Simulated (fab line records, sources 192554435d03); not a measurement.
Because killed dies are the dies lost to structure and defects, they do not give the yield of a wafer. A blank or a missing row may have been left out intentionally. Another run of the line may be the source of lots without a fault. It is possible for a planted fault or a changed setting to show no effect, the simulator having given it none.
Split-lot trial :: flow n5_finfet :: 39 wafers read across 7 lots, on a route 1938 steps long

== ON THE SPLIT ==
At N5_BEOL_M1_CVD_47 (deposits Co from CCTBA/H2, target thk 3 nm, time 223.8 s), the setting target_thk_a was moved away from the recipe's 30 angstrom on 15 of the 39 wafers read, by -58.2% to +54.5%. This setting was run at the recipe's value on the other wafers.

The reading comes from the split's own step.

== THE READING ==
Co_of_BEOL_M1_CVD_47.thk_nm (the simulator's own value, which no gauge read), in nm, at N5_BEOL_M1_CVD_47 (deposits Co from CCTBA/H2, target thk 3 nm, time 223.8 s). The file does not state a usual value for it. The 24 wafers here that ran the recipe average 3.0 nm, standard deviation 0.16 nm.

wafer: L081.1
tool, chamber at the split: cvd_co-01, 0
target_thk_a as run, angstrom: 30
against the recipe: recipe
Co_of_BEOL_M1_CVD_47.thk_nm, nm: 3.2
against lot-mates on the recipe: -

wafer: L081.6
tool, chamber at the split: cvd_co-01, 0
target_thk_a as run, angstrom: 30
against the recipe: recipe
Co_of_BEOL_M1_CVD_47.thk_nm, nm: 3.2
against lot-mates on the recipe: -

wafer: L081.2
tool, chamber at the split: cvd_co-01, 1
target_thk_a as run, angstrom: 46.36
against the recipe: +54.5%
Co_of_BEOL_M1_CVD_47.thk_nm, nm: 5
against lot-mates on the recipe: +1.7

wafer: L081.3
tool, chamber at the split: cvd_co-01, 2
target_thk_a as run, angstrom: 46.36
against the recipe: +54.5%
Co_of_BEOL_M1_CVD_47.thk_nm, nm: 4.6
against lot-mates on the recipe: +1.3

wafer: L081.4
tool, chamber at the split: cvd_co-01, 1
target_thk_a as run, angstrom: 30
against the recipe: recipe
Co_of_BEOL_M1_CVD_47.thk_nm, nm: 3.4
against lot-mates on the recipe: -

wafer: L081.5
tool, chamber at the split: cvd_co-01, 2
target_thk_a as run, angstrom: 46.36
against the recipe: +54.5%
Co_of_BEOL_M1_CVD_47.thk_nm, nm: 4.8
against lot-mates on the recipe: +1.5

wafer: L085.1
tool, chamber at the split: cvd_co-01, 2
target_thk_a as run, angstrom: 13.37
against the recipe: -55.4%
Co_of_BEOL_M1_CVD_47.thk_nm, nm: 1.4
against lot-mates on the recipe: -1.6

wafer: L085.2
tool, chamber at the split: cvd_co-01, 0,1,2
target_thk_a as run, angstrom: 30
against the recipe: recipe
Co_of_BEOL_M1_CVD_47.thk_nm, nm: 3
against lot-mates on the recipe: -

wafer: L085.5
tool, chamber at the split: cvd_co-01, 0,1,2
target_thk_a as run, angstrom: 30
against the recipe: recipe
Co_of_BEOL_M1_CVD_47.thk_nm, nm: 3
against lot-mates on the recipe: -

wafer: L085.6
tool, chamber at the split: cvd_co-01, 0,1,2
target_thk_a as run, angstrom: 30
against the recipe: recipe
Co_of_BEOL_M1_CVD_47.thk_nm, nm: 3
against lot-mates on the recipe: -

wafer: L085.3
tool, chamber at the split: cvd_co-01, 1
target_thk_a as run, angstrom: 13.37
against the recipe: -55.4%
Co_of_BEOL_M1_CVD_47.thk_nm, nm: 1.6
against lot-mates on the recipe: -1.4

wafer: L085.4
tool, chamber at the split: cvd_co-01, 0
target_thk_a as run, angstrom: 13.37
against the recipe: -55.4%
Co_of_BEOL_M1_CVD_47.thk_nm, nm: 1.2
against lot-mates on the recipe: -1.8

wafer: L086.1
tool, chamber at the split: cvd_co-02, 2,0
target_thk_a as run, angstrom: 20.63
against the recipe: -31.2%
Co_of_BEOL_M1_CVD_47.thk_nm, nm: 2
against lot-mates on the recipe: -0.8

wafer: L086.2
tool, chamber at the split: cvd_co-02, 2,0
target_thk_a as run, angstrom: 20.63
against the recipe: -31.2%
Co_of_BEOL_M1_CVD_47.thk_nm, nm: 2
against lot-mates on the recipe: -0.8

wafer: L086.3
tool, chamber at the split: cvd_co-02, 1,1,0
target_thk_a as run, angstrom: 30
against the recipe: recipe
Co_of_BEOL_M1_CVD_47.thk_nm, nm: 2.8
against lot-mates on the recipe: -

wafer: L086.4
tool, chamber at the split: cvd_co-02, 1,1,0
target_thk_a as run, angstrom: 30
against the recipe: recipe
Co_of_BEOL_M1_CVD_47.thk_nm, nm: 2.8
against lot-mates on the recipe: -

wafer: L086.6
tool, chamber at the split: cvd_co-02, 1,1,0
target_thk_a as run, angstrom: 30
against the recipe: recipe
Co_of_BEOL_M1_CVD_47.thk_nm, nm: 2.8
against lot-mates on the recipe: -

wafer: L086.5
tool, chamber at the split: cvd_co-02, 2
target_thk_a as run, angstrom: 20.63
against the recipe: -31.2%
Co_of_BEOL_M1_CVD_47.thk_nm, nm: 1.8
against lot-mates on the recipe: -1.0

wafer: L089.1
tool, chamber at the split: cvd_co-01, 2
target_thk_a as run, angstrom: 30
against the recipe: recipe
Co_of_BEOL_M1_CVD_47.thk_nm, nm: 2.8
against lot-mates on the recipe: -

wafer: L089.6
tool, chamber at the split: cvd_co-01, 2
target_thk_a as run, angstrom: 30
against the recipe: recipe
Co_of_BEOL_M1_CVD_47.thk_nm, nm: 2.8
against lot-mates on the recipe: -

wafer: L089.2
tool, chamber at the split: cvd_co-01, 1,0,1
target_thk_a as run, angstrom: 30
against the recipe: recipe
Co_of_BEOL_M1_CVD_47.thk_nm, nm: 3
against lot-mates on the recipe: -

wafer: L089.3
tool, chamber at the split: cvd_co-01, 1,0,1
target_thk_a as run, angstrom: 30
against the recipe: recipe
Co_of_BEOL_M1_CVD_47.thk_nm, nm: 3
against lot-mates on the recipe: -

wafer: L089.5
tool, chamber at the split: cvd_co-01, 1,0,1
target_thk_a as run, angstrom: 30
against the recipe: recipe
Co_of_BEOL_M1_CVD_47.thk_nm, nm: 3
against lot-mates on the recipe: -

wafer: L089.4
tool, chamber at the split: cvd_co-01, 0
target_thk_a as run, angstrom: 30
against the recipe: recipe
Co_of_BEOL_M1_CVD_47.thk_nm, nm: 3.2
against lot-mates on the recipe: -

wafer: L090.1
tool, chamber at the split: cvd_co-02, 2
target_thk_a as run, angstrom: 30
against the recipe: recipe
Co_of_BEOL_M1_CVD_47.thk_nm, nm: 2.8
against lot-mates on the recipe: -

wafer: L090.2
tool, chamber at the split: cvd_co-02, 0,1
target_thk_a as run, angstrom: 30
against the recipe: recipe
Co_of_BEOL_M1_CVD_47.thk_nm, nm: 3
against lot-mates on the recipe: -

wafer: L090.3
tool, chamber at the split: cvd_co-02, 0,1
target_thk_a as run, angstrom: 30
against the recipe: recipe
Co_of_BEOL_M1_CVD_47.thk_nm, nm: 3
against lot-mates on the recipe: -

wafer: L090.4
tool, chamber at the split: cvd_co-02, 0,2
target_thk_a as run, angstrom: 18.87
against the recipe: -37.1%
Co_of_BEOL_M1_CVD_47.thk_nm, nm: 1.8
against lot-mates on the recipe: -1.1

wafer: L090.6
tool, chamber at the split: cvd_co-02, 0,2
target_thk_a as run, angstrom: 18.87
against the recipe: -37.1%
Co_of_BEOL_M1_CVD_47.thk_nm, nm: 1.8
against lot-mates on the recipe: -1.1

wafer: L090.5
tool, chamber at the split: cvd_co-02, 1
target_thk_a as run, angstrom: 18.87
against the recipe: -37.1%
Co_of_BEOL_M1_CVD_47.thk_nm, nm: 2
against lot-mates on the recipe: -0.9

wafer: L091.1
tool, chamber at the split: cvd_co-02, 2,0
target_thk_a as run, angstrom: 30
against the recipe: recipe
Co_of_BEOL_M1_CVD_47.thk_nm, nm: 3
against lot-mates on the recipe: -

wafer: L091.2
tool, chamber at the split: cvd_co-02, 2,0
target_thk_a as run, angstrom: 30
against the recipe: recipe
Co_of_BEOL_M1_CVD_47.thk_nm, nm: 3
against lot-mates on the recipe: -

wafer: L091.5
tool, chamber at the split: cvd_co-02, 2
target_thk_a as run, angstrom: 30
against the recipe: recipe
Co_of_BEOL_M1_CVD_47.thk_nm, nm: 2.8
against lot-mates on the recipe: -

wafer: L092.1
tool, chamber at the split: cvd_co-02, 1
target_thk_a as run, angstrom: 12.53
against the recipe: -58.2%
Co_of_BEOL_M1_CVD_47.thk_nm, nm: 1.4
against lot-mates on the recipe: -1.6

wafer: L092.2
tool, chamber at the split: cvd_co-02, 0
target_thk_a as run, angstrom: 12.53
against the recipe: -58.2%
Co_of_BEOL_M1_CVD_47.thk_nm, nm: 1.2
against lot-mates on the recipe: -1.8

wafer: L092.3
tool, chamber at the split: cvd_co-02, 2
target_thk_a as run, angstrom: 30
against the recipe: recipe
Co_of_BEOL_M1_CVD_47.thk_nm, nm: 2.8
against lot-mates on the recipe: -

wafer: L092.4
tool, chamber at the split: cvd_co-02, 1
target_thk_a as run, angstrom: 30
against the recipe: recipe
Co_of_BEOL_M1_CVD_47.thk_nm, nm: 3.2
against lot-mates on the recipe: -

wafer: L092.5
tool, chamber at the split: cvd_co-02, 0
target_thk_a as run, angstrom: 30
against the recipe: recipe
Co_of_BEOL_M1_CVD_47.thk_nm, nm: 3
against lot-mates on the recipe: -

wafer: L092.6
tool, chamber at the split: cvd_co-02, 2
target_thk_a as run, angstrom: 12.53
against the recipe: -58.2%
Co_of_BEOL_M1_CVD_47.thk_nm, nm: 1
against lot-mates on the recipe: -2.0
Where a row lists several chambers, the file gives one row for several wafers and doesn't say which wafer went through which chamber.

THE FIT
A straight line over all 39 wafers: Co_of_BEOL_M1_CVD_47.thk_nm changes by +0.0312 nm for each +1% of target_thk_a; r = +0.98; the points scatter about the line by 0.17 nm.
The same after taking each lot's own level away (the mean of its wafers on the recipe; 39 wafers): +0.0291 nm for each +1%; r = +0.99; scatter 0.13 nm.
Per that fit: largest target_thk_a move, reading shift of 1.7 nm.
The span of the lots' own levels, 2.80 to 3.27 nm, comes to 2.9 times the standard deviation stated above.
The two slopes agree, so the slope changes little with the lot-to-lot level.
Check: -1.71 nm against its lot-mates is what the line predicts for one of the wafers moved furthest among these (-58.2%) when that wafer is left out of the fit. It came out at -1.6 nm against them.

== OTHER SPLITS APPLIED TO THESE WAFERS ==
These wafers also went through other splits before the reading. Each is held against what the fit with the lots' levels taken away leaves over:
other split on the same wafers: N5_FIN_SAQP_ETCH_65 time_s
wafers away from the commonest value: 12
r with Co_of_BEOL_M1_CVD_47.thk_nm (lot level and that fit taken away): -0.12

other split on the same wafers: N5_SPACER0_ALD_07 target_thk_a
wafers away from the commonest value: 12
r with Co_of_BEOL_M1_CVD_47.thk_nm (lot level and that fit taken away): +0.34

other split on the same wafers: N5_MOL_CONTACT_COAG_ETCHBACK_134 target_depth_a
wafers away from the commonest value: 15
r with Co_of_BEOL_M1_CVD_47.thk_nm (lot level and that fit taken away): -0.12

== FILE'S OWN FIT ==
Co_of_BEOL_M1_CVD_47.thk_nm changes by +0.0292 nm for each +1% of target_thk_a, r = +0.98.
